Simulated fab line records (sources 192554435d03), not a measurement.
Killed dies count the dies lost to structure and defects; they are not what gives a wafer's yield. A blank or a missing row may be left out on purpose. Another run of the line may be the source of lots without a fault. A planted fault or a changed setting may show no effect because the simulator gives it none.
fab line records	flow n5-finfet
record: lots: 12	wafers: 36	last-day: 17
route steps=1938 shown PMOS_HMC_CHANNEL_EPI@73 BEOL_M15@1817 PAD_METAL@1895 PASSIVATION@1936
lots that met no fault: taken from a fault-free run of the same line
start-h: hours from the record's opening day to when the first of the lot's shown wafers began	wait-h: hours since the lot's step before	" same as the row above	L1.1+2: several wafers, shown together as one row	- no value, or no start was given	* or withheld: withheld	< > ~ a bound
route shown NAME@n: a module of which the file shows steps, and the number in the route of the first	usual: mean and standard deviation over wafers with no fault	same: alike in all rows	chamber/n: place in a boat	sites: per-site readings	_std_site: the standard deviation of these	_edge_site: the outer-site mean with the inner-site mean subtracted	radius-mm: how far each site lies from the wafer's centre	mask NAME#n: copy n	behind: tool/chamber where the wafer was last shaped	hold: reason for holding the lot/hours on hold/outcome of the hold	device: the n, p or np transistor that did not switch	end of line: tests of these same wafers at the route's end	a step with no rows: only its recipe	killed: dies lost to structure and defects at the first sort, not the wafer's yield	map: shows each die of a wafer: x if killed, . if not, _ if none is there
set.NAME: the setting as run; set.NAME@STEP: as run at that earlier step	model.NAME: the simulator's own value behind a step, which no gauge read
route steps across a sampled set of lots; one table per step, one row per wafer
services: from which hour (start-h, from the record's first day; less than 0 if before it) a tool's chamber was out of use, for how many hours, and why
== steps ==
step: N5_PMOS_HMC_CHANNEL_EPI_ETCH_38
recipe: chemistry: CF4	target: SiO2	target-depth-a: 15	ion-energy-ev: 350	pressure-mtorr: 10	icp-w: 800	bias-w: 400	cf4-flow-sccm: 80
usual: drypump-motor-current-A: 5.7/0.4	oes-product-au: 0.988/0.017	throttle-valve-pct: 21.75/0.2
lot.wafer	tool	chamber	start-h	wait-h	drypump-motor-current-A	oes-product-au	rf-hours-counter-h	throttle-valve-pct
L997.3	rie-si-01	2	17.69	0.0	6.3	0.991	199	21.77
L997.4	"	3	"	"	5.9	0.972	195	21.50
L997.5	"	1	"	"	5.2	0.964	-	21.92
L998.2	rie-si-01	2	23.69	0.0	6.3	0.979	199	21.76
L998.3	"	1	"	"	5.2	0.962	125	21.93
L998.5	"	2	"	"	6.3	0.976	-	21.78
L100.2	rie-si-06	1	36.47	0.0	5.7	1.004	32	21.84
L100.4	"	0	"	"	6.3	1.006	4	21.82
L100.5	"	3	"	"	5.5	0.973	-	22.15
L102.1	rie-si-06	2	48.37	0.0	5.7	0.970	9	21.54
L102.2	"	0	"	"	6.3	0.999	4	21.82
L102.6	"	3	"	"	5.4	0.966	-	22.14
L103.1	rie-si-05	2	53.49	0.0	5.9	0.972	68	21.72
L103.2	"	3	"	"	5.8	0.985	21	21.88
L103.5	"	3	"	"	5.8	0.990	-	21.87
L105.1	rie-si-06	3	66.06	0.0	5.4	0.978	86	22.16
L105.3	"	2	"	"	5.7	0.979	9	21.53
L105.6	"	0	"	"	6.3	1.002	-	21.81
L108.1	rie-si-01	0	84.15	0.0	5.0	1.020	194	21.76
L108.4	"	0	"	"	5.0	1.012	-	21.77
L108.5	"	3	"	"	5.9	0.978	-	21.49
L109.4	rie-si-01	0	90.87	0.0	5.0	1.023	-	21.77
L109.5	"	1	"	"	5.1	0.977	-	21.94
L109.6	"	3	"	"	5.9	0.974	-	21.48
L110.3	rie-si-06	2	98.60	0.0	5.7	0.966	10	21.51
L110.4	"	0	"	"	6.3	1.005	5	21.80
L110.6	"	1	"	"	5.7	1.006	-	21.83
L112.1	rie-si-01	2	109.50	0.0	6.3	1.011	0	21.70
L112.2	"	1	"	"	5.2	0.969	126	21.91
L112.4	"	0	"	"	5.0	1.011	194	21.77
L114.1	rie-si-01	0	122.24	0.0	4.9	1.013	194	21.76
L114.3	"	2	"	"	6.3	1.004	0	21.72
L114.6	"	1	"	"	5.2	0.967	-	21.92
L120.2	rie-si-06	2	155.78	0.0	5.7	0.986	11	21.53
L120.3	"	3	"	"	5.4	0.979	88	22.15
L120.5	"	2	"	"	5.7	0.974	-	21.52
step: N5_BEOL_M15_DEGAS_41
recipe: ambient: vacuum	temp-c: 300	time-s: 60
usual: heater-power-w: 454/51
lot.wafer	tool	chamber	start-h	wait-h	heater-power-w
L997.3	pvd-sputter-03	-	238.45	0.0	409
L997.4	"	-	"	"	461
L997.5	"	-	"	"	473
L998.2	pvd-sputter-02	-	258.88	0.9	455
L998.3	"	-	"	"	335
L998.5	"	-	"	"	334
L100.2	pvd-sputter-03	-	261.13	0.6	475
L100.4	"	-	"	"	483
L100.5	"	-	"	"	474
L102.1	pvd-sputter-02	-	274.92	0.1	453
L102.2	"	-	"	"	330
L102.6	"	-	"	"	450
L105.1	pvd-sputter-01	-	290.81	0.3	432
L105.3	"	-	"	"	557
L105.6	"	-	"	"	456
L103.1	pvd-sputter-03	-	290.89	0.3	474
L103.2	"	-	"	"	411
L103.5	"	-	"	"	453
L108.1	pvd-sputter-01	-	312.58	0.4	442
L108.4	"	-	"	"	506
L108.5	"	-	"	"	538
L110.3	pvd-sputter-02	-	322.78	0.6	428
L110.4	"	-	"	"	334
L110.6	"	-	"	"	439
L109.4	pvd-sputter-02	-	335.64	0.2	427
L109.5	"	-	"	"	330
L109.6	"	-	"	"	441
L112.1	pvd-sputter-02	-	338.46	0.4	337
L112.2	"	-	"	"	426
L112.4	"	-	"	"	427
L114.1	pvd-sputter-02	-	353.40	0.7	451
L114.3	"	-	"	"	445
L114.6	"	-	"	"	336
L120.2	pvd-sputter-01	-	393.93	0.6	431
L120.3	"	-	"	"	534
L120.5	"	-	"	"	447
step: N5_BEOL_M15_THK_MEAS_50
recipe: thk-meas-gauge: xrf	reads: Cu_of_BEOL_M15_ECD_47
usual: M15_THK: 842/14
lot.wafer	tool	chamber	start-h	wait-h	M15_THK[nm]
L997.3	film-metro-01	-	239.89	-	858
L997.4	"	-	"	"	834
L997.5	"	-	"	"	869
L998.2	film-metro-01	-	260.07	-	837
L998.3	"	-	"	"	869
L998.5	"	-	"	"	868
L100.2	film-metro-01	-	262.32	-	854
L100.4	"	-	"	"	833
L100.5	"	-	"	"	857
L102.1	film-metro-02	-	276.64	-	892
L102.2	"	-	"	"	844
L102.6	"	-	"	"	856
L105.1	film-metro-01	-	292.01	-	853
L105.3	"	-	"	"	835
L105.6	"	-	"	"	876
L103.1	film-metro-02	-	292.12	-	863
L103.2	"	-	"	"	851
L103.5	"	-	"	"	832
L108.1	film-metro-02	-	313.77	-	845
L108.4	"	-	"	"	862
L108.5	"	-	"	"	846
L110.3	film-metro-01	-	325.03	-	837
L110.4	"	-	"	"	812
L110.6	"	-	"	"	820
L109.4	film-metro-02	-	336.82	-	830
L109.5	"	-	"	"	845
L109.6	"	-	"	"	844
L112.1	film-metro-01	-	339.67	-	846
L112.2	"	-	"	"	842
L112.4	"	-	"	"	819
L114.1	film-metro-02	-	354.60	-	839
L114.3	"	-	"	"	850
L114.6	"	-	"	"	858
L120.2	film-metro-01	-	395.59	-	818
L120.3	"	-	"	"	841
L120.5	"	-	"	"	820
step: N5_PASSIVATION_SPUTTER_20
recipe: material: TaN	target-thk-a: 500	temp-c: 25	chamber-pressure-pa: 0.4
usual: throttle-valve-pct: 29.7/1.4
lot.wafer	tool	chamber	start-h	wait-h	throttle-valve-pct
L997.3	pvd-sputter-01	-	247.94	0.0	29.7
L997.4	"	-	"	"	27.5
L997.5	"	-	"	"	27.7
L998.2	pvd-sputter-01	-	268.23	0.0	27.8
L998.3	"	-	"	"	29.7
L998.5	"	-	"	"	27.6
L100.2	pvd-sputter-03	-	272.61	0.0	29.2
L100.4	"	-	"	"	31.3
L100.5	"	-	"	"	31.3
L102.1	pvd-sputter-02	-	285.29	0.0	29.4
L102.2	"	-	"	"	30.9
L102.6	"	-	"	"	30.6
L105.1	pvd-sputter-01	-	301.47	0.0	29.5
L105.3	"	-	"	"	30.3
L105.6	"	-	"	"	26.5
L103.1	pvd-sputter-02	-	301.99	0.0	29.2
L103.2	"	-	"	"	30.7
L103.5	"	-	"	"	29.4
L108.1	pvd-sputter-02	-	322.08	0.0	29.3
L108.4	"	-	"	"	31.0
L108.5	"	-	"	"	29.4
L110.3	pvd-sputter-02	-	334.92	0.0	30.7
L110.4	"	-	"	"	31.1
L110.6	"	-	"	"	29.4
L109.4	pvd-sputter-01	-	346.13	0.0	26.7
L109.5	"	-	"	"	29.7
L109.6	"	-	"	"	30.4
L112.1	pvd-sputter-02	-	350.82	0.0	30.7
L112.2	"	-	"	"	29.2
L112.4	"	-	"	"	29.7
L114.1	pvd-sputter-03	-	363.60	0.0	31.3
L114.3	"	-	"	"	29.2
L114.6	"	-	"	"	31.2
L120.2	pvd-sputter-02	-	402.60	0.0	30.9
L120.3	"	-	"	"	29.4
L120.5	"	-	"	"	29.3
step: N5_PASSIVATION_PROBE_49
usual: defect-limited-yield: 91.3/1.5	killed_at_M0_to_M3: 35/10	killed_at_M4_up: 13/5.3	killed-at-contacts: 12/5.7	killed-at-front-end: 39/11	killed-at-other: 3.3/2.7	killed-dies: 102/18	killed-open: 67/13	killed-short: 34/7.8	sort_bin_5_function: 5.1/1	sort_bin_6_memory: 3.3/0.68	sort-n-pass: 1078/18	sort-yield-pct: 91.3/1.5
same: gross-dies: 1180	killed-at-back-side: 0	sort_bin_4_leakage[%]: 0	sort_bin_8_speed[%]: 0
lot.wafer	tool	chamber	start-h	wait-h	defect-limited-yield[%]	killed_at_M0_to_M3	killed_at_M4_up	killed-at-contacts	killed-at-front-end	killed-at-other	killed-dies	killed-open	killed-short	sort_bin_5_function[%]	sort_bin_6_memory[%]	sort-n-pass	sort-yield-pct[%]
L112.1	prober-02	-	356.71	0.0	91.0	55	6	11	34	0	106	68	38	5.0	3.6	1074	91.0
L112.2	prober-02	-	356.76	0.1	82.7	36	4	15	147	2	204	63	30	10.8	4.1	976	82.7
L112.4	prober-02	-	356.86	0.2	91.5	38	6	10	45	1	100	64	36	4.9	3.2	1080	91.5
L114.1	prober-02	-	370.04	0.0	89.7	44	7	14	51	5	121	66	54	5.5	4.3	1059	89.7
L114.3	prober-02	-	370.14	0.1	91.7	31	10	23	32	2	98	72	26	4.6	3.6	1082	91.7
L114.6	prober-02	-	370.29	0.3	83.5	21	17	13	140	4	195	55	25	11.4	3.6	985	83.5
killed by level:class
L112.1 BEOL_M1:geometric-particle:open=16 BEOL_M0_SAQP:geometric-particle:short=13 BEOL_M0_SAQP:geometric-particle:open=13 FIN_SAQP:geometric-particle:short=12 MOL_CONTACT_COAG:geometric-particle:open=11 BEOL_M2:geometric-particle:open=7 FIN_SAQP:geometric-particle:open=4 STI_FIN_REVEAL:geometric-particle:open=3
L112.2 PMOS_HMC_CHANNEL_EPI:unspecified=111 MOL_CONTACT_COAG:geometric-particle:open=14 BEOL_M0_SAQP:geometric-particle:short=11 BEOL_M0_SAQP:geometric-particle:open=8 STI_FIN_REVEAL:geometric-particle:open=7 FIN_SAQP:geometric-particle:short=6 BEOL_M1:geometric-particle:open=6 DUMMY_GATE:geometric-particle:open=5
L112.4 FIN_SAQP:geometric-particle:short=13 BEOL_M0_SAQP:geometric-particle:short=9 BEOL_M1:geometric-particle:open=8 MOL_CONTACT_COAG:geometric-particle:open=7 BEOL_M2:geometric-particle:open=7 STI_FIN_REVEAL:geometric-particle:open=6 BEOL_M0_SAQP:geometric-particle:open=6 FIN_SAQP:geometric-particle:open=5
L114.1 FIN_SAQP:geometric-particle:open=16 BEOL_M0_SAQP:geometric-particle:short=16 STI_FIN_REVEAL:geometric-particle:open=11 FIN_SAQP:geometric-particle:short=10 MOL_CONTACT_COAG:geometric-particle:open=10 BEOL_M0_SAQP:geometric-particle:open=10 GATE_CUT:geometric-particle:short=5 BEOL_M0:geometric-particle:short=5
L114.3 MOL_CONTACT_COAG:geometric-particle:open=21 FIN_SAQP:geometric-particle:open=14 BEOL_M0_SAQP:geometric-particle:open=9 BEOL_M0_SAQP:geometric-particle:short=6 BEOL_M4:geometric-particle:open=6 FIN_SAQP:geometric-particle:short=4 BEOL_M2:geometric-particle:open=4 BEOL_M3:geometric-particle:open=4
L114.6 PMOS_HMC_CHANNEL_EPI:unspecified=115 STI_FIN_REVEAL:geometric-particle:open=10 BEOL_M4:geometric-particle:open=10 MOL_CONTACT_COAG:geometric-particle:open=9 BEOL_M1:geometric-particle:open=5 FIN_SAQP:geometric-particle:short=4 MOL_CONTACT_COAG:geometric-particle:short=4 BEOL_M0_SAQP:geometric-particle:short=4
== services ==
tool	chamber	start-h	hours	kind
rie-si-05	0	10.17	1.0	repair
rie-si-06	-	28.38	1.0	repair
pvd-sputter-03	-	32.68	1.9	repair
pvd-sputter-02	-	33.28	2.4	repair
rie-si-05	-	48.03	1.3	repair
rie-si-01	1	60.09	4.1	repair
rie-si-01	2	81.04	-	clean
rie-si-01	2	81.04	15.6	scheduled-down
rie-si-01	2	81.04	15.6	vent-cycle
rie-si-06	0	87.43	6.4	repair
rie-si-01	3	113.45	-	clean
rie-si-01	3	113.45	-	consumable-replace:esc
rie-si-01	3	113.45	22.4	scheduled-down
rie-si-01	2	139.12	2.8	repair
rie-si-05	-	183.76	15.6	pm
rie-si-06	3	185.94	30.7	repair
rie-si-05	1	217.03	14.9	repair
rie-si-05	0	292.33	5.3	repair
rie-si-01	2	300.89	1.0	repair
pvd-sputter-03	-	335.59	1.7	repair
rie-si-01	0	337.15	2.6	repair
rie-si-06	3	343.36	17.7	repair
rie-si-05	3	348.54	2.1	repair
rie-si-06	-	377.09	2.8	pm
== key ==
first-sign: step: N5_PASSIVATION_PROBE_49	reading: killed-at-front-end	direction: up	sigmas: 9.5	usual: 39	struck: 144
effect: step: N5_PASSIVATION_PROBE_49	reading: killed-dies	direction: up	sigmas: 5.4	usual: 102	struck: 200
more-kills-born-at: N5_PMOS_HMC_CHANNEL_EPI_ETCH_38@rie-si-01: 226
met-at N5_PMOS_HMC_CHANNEL_EPI_ETCH_38
struck-lots L112,L114
struck-wafers L112.2,L114.6
not-acting-at N5_BEOL_M15_DEGAS_41,N5_BEOL_M15_THK_MEAS_50,N5_PASSIVATION_SPUTTER_20
onset-between 90.87 109.50
fault: kind: chamber-particle-source	tool: rie-si-01	chamber: 1	onset-h: 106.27	steps: N5_PMOS_HMC_CHANNEL_EPI_ETCH_38	rate-per-visit-cm2: 0.73251	end-h: 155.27
